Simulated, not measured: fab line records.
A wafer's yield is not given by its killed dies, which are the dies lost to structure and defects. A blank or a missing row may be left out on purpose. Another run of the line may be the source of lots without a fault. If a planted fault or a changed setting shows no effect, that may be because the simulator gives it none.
fab line records    flow n5-finfet
record: lots: 7  wafers: 21  last-day: 19
route steps=1938 shown BEOL_M12@1616 BEOL_M15@1830
lots that met no fault: taken from a fault-free run of the same line
start-h: hours from the record's first day to the start of the lot's first wafer shown    wait-h: hours elapsed since this lot's preceding step    " repeats the value in the row above    L1.1+2: a single row standing in for several wafers    - no value, or no start was given    * or withheld: withheld    < > ~ a bound
route shown NAME@n: a module of which the file shows steps, and the number in the route of the first    usual: mean and standard deviation over wafers with no fault    same: alike in all rows    chamber/n: place in a boat    sites: readings site by site    _std_site: the values' standard deviation    _edge_site: inner sites' mean taken away from outer sites' mean    radius-mm: how far each site lies from the wafer's centre    mask NAME#n: copy n    behind: the last tool/chamber to shape the wafer    hold: what put the lot on hold/how long, in hours/how the hold closed    device: the n, p or np transistor that did not switch    end of line: the route-end tests of the same wafers    a step without rows: its recipe alone    killed: dies that structure and defects cost at the first sort, which is not the same as the wafer's yield    map: a wafer's dies, x killed, . not, _ none there
set.NAME: the setting the step ran with; set.NAME@STEP: the setting that earlier step ran with    model.NAME: the simulator's own value behind a step, which no gauge read
a sample of lots followed through the steps of the route, with each step as a table and each wafer as a row
services: when a tool's chamber went out of use (start-h, in hours from the record's first day, below 0 if earlier), for how many hours, and the reason
== steps ==
step: N5_BEOL_M12_ETCH_59
recipe: chemistry: N2/H2  target: BARC  target-depth-a: 890  overetch-a: 267  time-s: 67.9  ion-energy-ev: 200  pressure-mtorr: 30  source-w: 840  bias-w: 150  n2-flow-sccm: 200  h2-flow-sccm: 200
usual: drypump-motor-current-A: 5.9/0.49  oes-product-au: 0.69/0.071  rf-vpp-V: 523.8/2.9  showerhead-plenum-p-Torr: 2.54/0.11  throttle-valve-pct: 17.8/0.37
same: time-s: 67.9
lot.wafer  tool         chamber  start-h  wait-h  drypump-motor-current-A  oes-product-au  rf-hours-counter-h  rf-vpp-V  showerhead-plenum-p-Torr  throttle-valve-pct
L560.1     rie-diel-04  1        303.08   0.0     6.4                      0.72            56                  525.9     2.59                      17.7
L560.4     "            1        "        "       6.4                      0.71            -                   524.5     2.59                      17.7
L560.5     "            0        "        "       6.0                      0.62            -                   521.7     2.53                      18.4
L570.1     rie-diel-01  2        353.21   0.0     6.6                      0.61            213                 520.5     2.41                      18.5
L570.2     "            1        "        "       5.8                      0.70            87                  523.1     2.46                      17.9
L570.5     "            2        "        "       6.6                      0.61            -                   521.0     2.41                      18.5
L571.1     rie-diel-04  3        386.60   0.0     5.2                      0.73            53                  527.4     2.68                      17.4
L571.3     "            2        "        "       5.6                      0.81            7                   528.9     2.71                      17.8
L571.6     "            3        "        "       5.2                      0.72            -                   528.6     2.68                      17.4
L578.2     rie-diel-03  0        414.48   0.0     5.6                      0.74            50                  527.8     2.72                      17.7
L578.5     "            2        "        "       5.3                      0.61            -                   521.3     2.41                      17.7
L578.6     "            1        "        "       5.2                      0.71            -                   524.1     2.58                      17.6
L577.1     rie-diel-01  2        415.30   0.0     6.6                      0.60            235                 521.2     2.40                      18.5
L577.2     "            3        "        "       5.9                      0.69            124                 520.8     2.43                      17.4
L577.5     "            3        "        "       6.0                      0.69            -                   521.5     2.43                      17.4
L579.2     rie-diel-01  0        415.60   0.0     6.4                      0.81            20                  525.3     2.58                      17.8
L579.4     "            1        "        "       5.7                      0.67            107                 521.7     2.46                      18.0
L579.5     "            0        "        "       6.4                      0.81            -                   526.5     2.58                      17.8
L580.2     rie-diel-04  2        425.18   0.0     5.6                      0.77            21                  528.1     2.70                      17.9
L580.3     "            1        "        "       6.4                      0.68            101                 525.1     2.57                      17.8
L580.6     "            3        "        "       5.2                      0.71            -                   525.0     2.68                      17.4
step: N5_BEOL_M12_TRENCH_ETCH_34
recipe: chemistry: C4F8/O2/Ar  target: SiOC  target-depth-a: 3189.5  mask-material: SOC  pressure-mtorr: 30  source-w: 3000  bias-w: 700  Ar_flow_sccm: 400  C4F8_flow_sccm: 15  O2_flow_sccm: 8  he-inner-torr: 15  he-outer-torr: 30  time-s: 125.5  ion-energy-ev: 250
usual: drypump-motor-current-A: 5.9/0.48  he-outer-torr: 30.00/0.06  oes-product-au: 0.81/0.087  rf-vpp-V: 665/3.8  showerhead-plenum-p-Torr: 3.41/0.13  throttle-valve-pct: 24.1/0.32
same: time-s: 125.5
lot.wafer  tool         chamber  start-h  wait-h  drypump-motor-current-A  he-outer-torr  oes-product-au  rf-hours-counter-h  rf-vpp-V  showerhead-plenum-p-Torr  throttle-valve-pct
L560.1     rie-diel-03  0        304.81   0.0     5.7                      29.89          0.94            11                  671       3.63                      23.9
L560.4     "            2        "        "       5.3                      30.01          0.72            -                   661       3.28                      23.9
L560.5     "            1        "        "       5.2                      30.03          0.88            -                   667       3.48                      23.8
L570.1     rie-diel-03  2        354.45   0.0     5.3                      30.03          0.71            191                 662       3.27                      23.9
L570.2     "            1        "        "       5.2                      29.94          0.84            55                  666       3.47                      23.9
L570.5     "            0        "        "       5.6                      29.96          0.89            -                   671       3.62                      23.9
L571.1     rie-diel-03  0        387.98   0.0     5.7                      29.97          0.88            39                  672       3.62                      23.9
L571.3     "            2        "        "       5.3                      30.10          1.02            203                 661       3.27                      24.1
L571.6     "            2        "        "       5.3                      30.14          1.01            -                   661       3.27                      24.0
L578.2     rie-diel-04  3        415.74   0.0     5.2                      30.00          0.83            62                  671       3.60                      23.8
L578.5     "            1        "        "       6.4                      29.98          0.79            -                   665       3.46                      24.0
L578.6     "            2        "        "       5.6                      29.92          0.90            -                   672       3.62                      24.2
L577.1     rie-diel-03  3        416.67   0.0     6.5                      29.88          0.87            32                  667       3.46                      23.8
L577.2     "            0        "        "       5.7                      29.97          0.87            51                  672       3.61                      23.9
L577.5     "            2        "        "       5.3                      29.99          0.99            -                   661       3.26                      24.0
L579.2     rie-diel-01  1        417.12   0.0     5.8                      30.02          0.80            108                 662       3.28                      24.2
L579.4     "            0        "        "       6.4                      29.96          0.94            21                  668       3.50                      24.3
L579.5     "            2        "        "       6.5                      29.89          0.70            -                   660       3.23                      24.6
L580.2     rie-diel-01  0        426.42   0.0     6.4                      29.95          0.93            24                  668       3.49                      24.3
L580.3     "            2        "        "       6.5                      30.08          0.69            239                 660       3.23                      24.6
L580.6     "            0        "        "       6.4                      29.96          0.93            -                   668       3.49                      24.3
step: N5_BEOL_M12_OCD_MEAS_35
usual: trench-depth-nm: 317/5.9
lot.wafer  tool    chamber  start-h  wait-h  trench-depth-nm
L560.1     ocd-01  -        304.97   0.0     319
L560.4     "       -        "        "       308
L560.5     "       -        "        "       311
L570.1     ocd-02  -        354.60   0.0     311
L570.2     "       -        "        "       311
L570.5     "       -        "        "       317
L571.1     ocd-02  -        388.13   0.0     319
L571.3     "       -        "        "       538
L571.6     "       -        "        "       533
L578.2     ocd-01  -        415.89   0.0     311
L578.5     "       -        "        "       316
L578.6     "       -        "        "       314
L577.1     ocd-01  -        416.82   0.0     322
L577.2     "       -        "        "       322
L577.5     "       -        "        "       529
L579.2     ocd-02  -        417.28   0.0     323
L579.4     "       -        "        "       318
L579.5     "       -        "        "       312
L580.2     ocd-02  -        426.57   0.0     316
L580.3     "       -        "        "       312
L580.6     "       -        "        "       317
step: N5_BEOL_M12_STRIP_37
recipe: chemistry: N2/H2  power-w: 1000  temp-c: 250  h2-frac: 0.65  overash-fraction: 0.3  pressure-mtorr: withheld  n2-flow-sccm: 1750  h2-flow-sccm: 3250
usual: drypump-motor-current-A: 5.89/0.2  heater-power-w: 333/31  oes-product-au: 0.790/0.011
lot.wafer  tool             chamber  start-h  wait-h  drypump-motor-current-A  heater-power-w  oes-product-au  rf-hours-counter-h
L560.1     plasma-asher-01  0        305.01   0.0     6.04                     353             0.801           83
L560.4     "                1        "        "       5.81                     306             0.769           -
L560.5     "                1        "        "       5.81                     304             0.771           -
L570.1     plasma-asher-01  1        354.64   0.0     5.75                     304             0.770           92
L570.2     "                0        "        "       6.00                     342             0.790           92
L570.5     "                0        "        "       6.01                     352             0.793           -
L571.1     plasma-asher-01  1        388.17   0.0     5.83                     302             0.808           98
L571.3     "                0        "        "       6.04                     351             0.790           -
L571.6     "                1        "        "       5.76                     297             0.791           -
L578.2     plasma-asher-02  1        415.93   0.0     5.63                     374             0.767           144
L578.5     "                0        "        "       6.11                     304             0.796           -
L578.6     "                1        "        "       5.59                     378             0.788           -
L577.1     plasma-asher-02  1        416.86   0.0     5.61                     371             0.815           144
L577.2     "                0        "        "       6.18                     304             0.805           144
L577.5     "                1        "        "       5.61                     388             0.771           -
L579.2     plasma-asher-02  1        417.32   0.0     5.63                     388             0.786           144
L579.4     "                1        "        "       5.65                     378             0.776           -
L579.5     "                0        "        "       6.11                     304             0.777           -
L580.2     plasma-asher-01  1        426.61   0.0     5.71                     295             0.795           106
L580.3     "                0        "        "       6.02                     349             0.806           -
L580.6     "                1        "        "       5.78                     308             0.782           -
step: N5_BEOL_M12_SPUTTER_44
recipe: material: Ta  target-thk-a: 100  temp-c: 50  bias-v: 80  power-w: 15000  chamber-pressure-pa: 0.07  time-s: 16.13
usual: throttle-valve-pct: 29.8/1.1
same: time-s: 16.13
lot.wafer  tool            chamber  start-h  wait-h  throttle-valve-pct
L560.1     pvd-sputter-01  -        308.71   0.0     31.1
L560.4     "               -        "        "       27.6
L560.5     "               -        "        "       30.0
L570.1     pvd-sputter-03  -        358.23   0.0     30.7
L570.2     "               -        "        "       30.6
L570.5     "               -        "        "       28.5
L571.1     pvd-sputter-01  -        391.87   0.0     27.6
L571.3     "               -        "        "       31.2
L571.6     "               -        "        "       29.8
L578.2     pvd-sputter-03  -        420.45   0.0     30.8
L578.5     "               -        "        "       30.8
L578.6     "               -        "        "       29.4
L577.1     pvd-sputter-02  -        422.30   0.0     30.5
L577.2     "               -        "        "       29.6
L577.5     "               -        "        "       31.6
L579.2     pvd-sputter-03  -        422.85   0.0     30.8
L579.4     "               -        "        "       29.1
L579.5     "               -        "        "       30.6
L580.2     pvd-sputter-02  -        430.99   0.0     29.9
L580.3     "               -        "        "       29.7
L580.6     "               -        "        "       30.4
step: N5_BEOL_M12_THK_MEAS_50
recipe: thk-meas-gauge: xrf  reads: Cu_of_BEOL_M12_ECD_47
usual: M12_THK: 318/7.1
lot.wafer  tool           chamber  start-h  wait-h  M12_THK[nm]
L560.1     film-metro-02  -        309.85   -       317
L560.4     "              -        "        "       306
L560.5     "              -        "        "       310
L570.1     film-metro-02  -        359.23   -       309
L570.2     "              -        "        "       310
L570.5     "              -        "        "       314
L571.1     film-metro-02  -        392.98   -       317
L571.3     "              -        "        "       537
L571.6     "              -        "        "       535
L578.2     film-metro-02  -        421.39   -       312
L578.5     "              -        "        "       317
L578.6     "              -        "        "       314
L577.1     film-metro-02  -        423.34   -       320
L577.2     "              -        "        "       325
L577.5     "              -        "        "       532
L579.2     film-metro-01  -        423.88   -       323
L579.4     "              -        "        "       318
L579.5     "              -        "        "       314
L580.2     film-metro-01  -        432.00   -       324
L580.3     "              -        "        "       318
L580.6     "              -        "        "       324
step: N5_BEOL_M12_RS_MEAS_54
recipe: thk-meas-gauge: four-point-probe  reads: Cu_of_BEOL_M12_ECD_47+Ta_of_BEOL_M12_SPUTTER_44+TaN_of_BEOL_M12_SPUTTER_43
usual: M12_RS: 0.0605/0.0012
lot.wafer  tool           chamber  start-h  wait-h  M12_RS[ohm/sq]
L560.1     film-metro-01  -        309.97   0.0     0.0600
L560.4     "              -        "        "       0.0624
L560.5     "              -        "        "       0.0618
L570.1     film-metro-02  -        359.35   0.0     0.0616
L570.2     "              -        "        "       0.0614
L570.5     "              -        "        "       0.0604
L571.1     film-metro-02  -        393.11   0.0     0.0603
L571.3     "              -        "        "       0.0350
L571.6     "              -        "        "       0.0353
L578.2     film-metro-01  -        421.51   0.0     0.0615
L578.5     "              -        "        "       0.0602
L578.6     "              -        "        "       0.0610
L577.1     film-metro-02  -        423.46   0.0     0.0597
L577.2     "              -        "        "       0.0593
L577.5     "              -        "        "       0.0355
L579.2     film-metro-01  -        424.01   0.0     0.0590
L579.4     "              -        "        "       0.0598
L579.5     "              -        "        "       0.0608
L580.2     film-metro-02  -        432.13   0.0     0.0603
L580.3     "              -        "        "       0.0612
L580.6     "              -        "        "       0.0604
step: N5_BEOL_M15_RC_MEAS_101
usual: COMB_M10: 1.5e-11/3.7e-12  COMB_M10_max_site: 2.2e-11/6e-12  COMB_M11: 1.4e-11/3e-12  COMB_M13: 5e-12/1.1e-12  COMB_M14: 3.6e-12/8.2e-13  COMB_M15: 2.7e-12/7.1e-13  COMB_M5: 3.9e-11/8.6e-12  COMB_M6: 2.5e-11/5.7e-12  COMB_M7: 2.6e-11/5.5e-12  COMB_M8: 2.6e-11/5.4e-12  COMB_M9: 1.43e-11/3e-12  SERP_M10: 3.11/0.083  SERP_M11: 3.07/0.073  SERP_M12: 0.643/0.02  SERP_M12_max_site: 0.655/0.021  SERP_M13: 0.310/0.0051  SERP_M14: 0.163/0.0032  SERP_M5: 38.7/1.9  SERP_M6: 14.0/0.66  SERP_M7: 13.8/0.55  SERP_M8: 14.3/0.52  SERP_M9: 3.05/0.079  SERP_M9_max_site: 3.15/0.089
lot.wafer  tool       chamber  start-h  wait-h  COMB_M10[S/m]  COMB_M10_max_site[S/m]  COMB_M11[S/m]  COMB_M13[S/m]  COMB_M14[S/m]  COMB_M15[S/m]  COMB_M5[S/m]  COMB_M6[S/m]  COMB_M7[S/m]  COMB_M8[S/m]  COMB_M9[S/m]  SERP_M10[ohm/um]  SERP_M11[ohm/um]  SERP_M12[ohm/um]  SERP_M12_max_site[ohm/um]  SERP_M13[ohm/um]  SERP_M14[ohm/um]  SERP_M5[ohm/um]  SERP_M6[ohm/um]  SERP_M7[ohm/um]  SERP_M8[ohm/um]  SERP_M9[ohm/um]  SERP_M9_max_site[ohm/um]
L560.1     prober-02  0        325.22   0.0     2.1e-11        3.2e-11                 1.3e-11        4.7e-12        4.2e-12        2.4e-12        3.8e-11       2.4e-11       1.8e-11       2.4e-11       1.94e-11      3.28              3.04              0.626             0.636                      0.319             0.168             40.2             16.0             14.8             14.4             2.97             3.00
L560.4     "          0        "        "       1.4e-11        1.9e-11                 1.7e-11        5.6e-12        4.2e-12        1.8e-12        4.6e-11       2e-11         2.6e-11       1.8e-11       1.64e-11      3.07              2.98              0.669             0.692                      0.309             0.161             40.6             14.9             13.6             14.9             3.16             3.27
L560.5     "          0        "        "       1.3e-11        1.8e-11                 1.5e-11        5e-12          3e-12          1.8e-12        3.2e-11       1.8e-11       2.3e-11       2.3e-11       1.94e-11      2.99              3.10              0.672             0.681                      0.316             0.166             40.7             15.3             13.0             14.3             2.92             2.98
L570.1     prober-01  0        377.04   0.0     1.1e-11        1.4e-11                 1.6e-11        3.9e-12        4.1e-12        3.4e-12        3.2e-11       2.2e-11       1.7e-11       2.8e-11       1.67e-11      3.23              3.01              0.671             0.678                      0.312             0.158             37.3             14.4             14.0             14.7             3.02             3.11
L570.2     "          0        "        "       1.2e-11        1.5e-11                 1.6e-11        5.3e-12        3e-12          4.2e-12        3.7e-11       2.8e-11       3.1e-11       2.1e-11       1.36e-11      3.09              3.06              0.666             0.680                      0.313             0.161             38.2             14.3             13.3             14.8             3.00             3.08
L570.5     "          0        "        "       1.4e-11        2e-11                   1.4e-11        4e-12          3.4e-12        3.1e-12        3.9e-11       3.9e-11       2.7e-11       2.5e-11       1.72e-11      3.12              3.09              0.640             0.653                      0.313             0.160             35.9             14.1             13.5             14.4             2.99             3.06
L571.1     prober-02  0        413.59   0.0     1e-11          1.9e-11                 1.3e-11        6.8e-12        2.6e-12        1.9e-12        4.8e-11       3e-11         2.2e-11       2.1e-11       1.19e-11      3.07              3.05              0.636             0.645                      0.318             0.160             37.1             14.6             13.6             15.3             3.09             3.17
L571.3     "          0        "        "       9e-12          1.5e-11                 1.3e-11        5.8e-12        3.6e-12        1.9e-12        5e-11         3e-11         3.2e-11       2.8e-11       1.24e-11      3.30              3.14              0.370             0.382                      0.309             0.160             41.0             14.0             13.9             14.5             3.00             3.26
L571.6     "          0        "        "       1.1e-11        1.8e-11                 1.2e-11        5.4e-12        2.5e-12        1.7e-12        3.7e-11       2.9e-11       2.2e-11       2.9e-11       1.27e-11      3.24              2.97              0.384             0.390                      0.317             0.159             37.8             13.8             14.3             14.2             2.99             3.11
L578.2     prober-01  0        437.96   0.2     1.5e-11        2e-11                   1.3e-11        7.7e-12        3.9e-12        2.9e-12        3.4e-11       2.2e-11       2.2e-11       3.7e-11       1.27e-11      3.17              3.09              0.650             0.659                      0.311             0.162             38.2             13.2             13.5             13.8             3.06             3.25
L578.5     "          0        "        "       1.9e-11        2.4e-11                 1.5e-11        5.3e-12        3.9e-12        3.3e-12        3.5e-11       2.5e-11       2.1e-11       2.6e-11       1.63e-11      3.14              3.05              0.647             0.653                      0.305             0.164             39.0             13.4             14.1             13.4             3.03             3.13
L578.6     "          0        "        "       1.7e-11        2.2e-11                 1.1e-11        7.6e-12        3.7e-12        3.6e-12        3.4e-11       2.6e-11       2.3e-11       2.7e-11       1.69e-11      3.07              3.05              0.644             0.654                      0.300             0.164             36.7             13.4             13.9             13.7             2.97             3.07
L577.1     prober-02  0        440.86   0.0     1.6e-11        1.8e-11                 1.2e-11        4.6e-12        3.2e-12        2.2e-12        3.6e-11       3.6e-11       4.4e-11       2.1e-11       1.54e-11      3.00              2.98              0.625             0.639                      0.310             0.159             37.9             13.6             13.4             14.1             3.10             3.25
L577.2     "          0        "        "       1.9e-11        2.9e-11                 1.6e-11        6.5e-12        2.3e-12        1.7e-12        2.2e-11       1.9e-11       2.1e-11       2.7e-11       1.13e-11      3.07              3.08              0.630             0.645                      0.312             0.164             38.2             13.7             13.7             13.9             3.19             3.25
L577.5     "          0        "        "       9e-12          1.1e-11                 1.1e-11        7.2e-12        2.8e-12        1.9e-12        3.1e-11       2.5e-11       3.6e-11       2.6e-11       1.78e-11      3.16              3.12              0.383             0.387                      0.314             0.160             39.6             13.7             13.6             14.5             3.06             3.12
L579.2     prober-02  0        444.83   0.2     1.9e-11        2.6e-11                 1.4e-11        4.1e-12        3.6e-12        2.5e-12        5.9e-11       1.4e-11       2.4e-11       2.9e-11       1.25e-11      3.11              3.09              0.617             0.634                      0.317             0.160             36.5             14.7             13.9             14.5             3.04             3.15
L579.4     "          0        "        "       1.4e-11        1.6e-11                 1.2e-11        4.4e-12        3.7e-12        2.1e-12        5.8e-11       3.7e-11       3e-11         4.4e-11       1.39e-11      3.23              3.04              0.644             0.653                      0.314             0.162             37.0             14.5             14.1             14.4             2.97             3.06
L579.5     "          0        "        "       1.4e-11        1.7e-11                 1.7e-11        3.1e-12        2.5e-12        2.1e-12        4.6e-11       4.1e-11       2.1e-11       3.3e-11       1.62e-11      3.07              2.97              0.652             0.661                      0.314             0.159             36.5             14.8             14.0             14.3             2.96             3.14
L580.2     prober-02  0        446.93   0.2     1.3e-11        2.2e-11                 1.2e-11        3.8e-12        3.8e-12        2.4e-12        3.6e-11       2.9e-11       3.2e-11       1.6e-11       2.12e-11      3.32              3.15              0.641             0.652                      0.314             0.161             40.1             14.5             14.1             14.3             3.10             3.22
L580.3     "          0        "        "       1.2e-11        1.4e-11                 1.5e-11        5.1e-12        3.8e-12        2e-12          3.1e-11       3.6e-11       3.3e-11       2.4e-11       1.34e-11      3.11              3.09              0.654             0.663                      0.306             0.164             42.1             13.8             13.7             14.1             3.01             3.09
L580.6     "          0        "        "       1.6e-11        1.8e-11                 1.6e-11        5.1e-12        2.9e-12        3e-12          2.7e-11       2.7e-11       2.9e-11       2.9e-11       1.34e-11      3.20              3.03              0.637             0.650                      0.309             0.165             40.7             15.6             14.3             14.8             3.02             3.10
sites SERP_M12 radius-mm=0,75,75,75,75,140,140,140,140
L560.1 0.622 0.631 0.625 0.626 0.628 0.626 0.621 0.612 0.636
L570.1 0.650 0.658 0.676 0.664 0.671 0.672 0.678 0.676 0.671
L571.1 0.635 0.639 0.628 0.631 0.645 0.643 0.636 0.640 0.625
L578.2 0.657 0.646 0.659 0.651 0.651 0.633 0.650 0.634 0.645
L577.1 0.616 0.626 0.639 0.612 0.626 0.638 0.615 0.618 0.625
L579.2 0.620 0.634 0.617 0.613 0.618 0.611 0.620 0.606 0.617
L580.2 0.643 0.637 0.638 0.646 0.638 0.652 0.646 0.641 0.635
== services ==
tool            chamber  start-h  hours  kind
rie-diel-04     2        296.24   7.2    repair
rie-diel-03     3        303.59   -      clean
rie-diel-03     3        303.59   -      consumable-replace:focus-ring
rie-diel-03     3        303.59   24.1   scheduled-down
rie-diel-03     3        303.59   24.1   vent-cycle
rie-diel-01     0        335.79   -      clean
rie-diel-01     0        335.79   -      consumable-replace:focus-ring
rie-diel-03     0        346.69   3.6    repair
rie-diel-04     2        349.27   -      clean
rie-diel-04     2        349.27   -      consumable-replace:focus-ring
rie-diel-04     2        349.27   -      consumable-replace:showerhead
rie-diel-04     2        349.27   16.0   scheduled-down
rie-diel-04     2        349.27   16.0   vent-cycle
rie-diel-03     3        355.22   1.7    repair
rie-diel-03     0        357.58   3.6    repair
rie-diel-04     0        357.66   5.9    repair
rie-diel-03     -        374.21   0.7    repair
pvd-sputter-02  -        382.94   2.5    repair
== key ==
first-sign: step: N5_BEOL_M12_TRENCH_ETCH_34  reading: oes-product-au  direction: up  sigmas: 2.3  usual: 0.81  struck: 1.01
effect: step: N5_BEOL_M12_OCD_MEAS_35  reading: trench-depth-nm  direction: up  sigmas: 37  usual: 317  struck: 533
effect: step: N5_BEOL_M12_THK_MEAS_50  reading: M12_THK  direction: up  sigmas: 30  usual: 318  struck: 535
effect: step: N5_BEOL_M12_RS_MEAS_54  reading: M12_RS  direction: down  sigmas: 21  usual: 0.0605  struck: 0.0353
effect: step: N5_BEOL_M15_RC_MEAS_101  reading: SERP_M12  direction: down  sigmas: 13  usual: 0.643  struck: 0.379
met-at N5_BEOL_M12_TRENCH_ETCH_34
struck-lots L571,L577
struck-wafers L571.3,L571.6,L577.5
not-acting-at N5_BEOL_M12_ETCH_59,N5_BEOL_M12_STRIP_37,N5_BEOL_M12_SPUTTER_44
onset-between 354.45 387.98
fault: kind: process-parameter-drift  tool: rie-diel-03  chamber: 2  onset-h: 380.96  steps: N5_BEOL_M12_TRENCH_ETCH_34  channel: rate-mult  offset: 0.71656  shape: step  end-h: 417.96
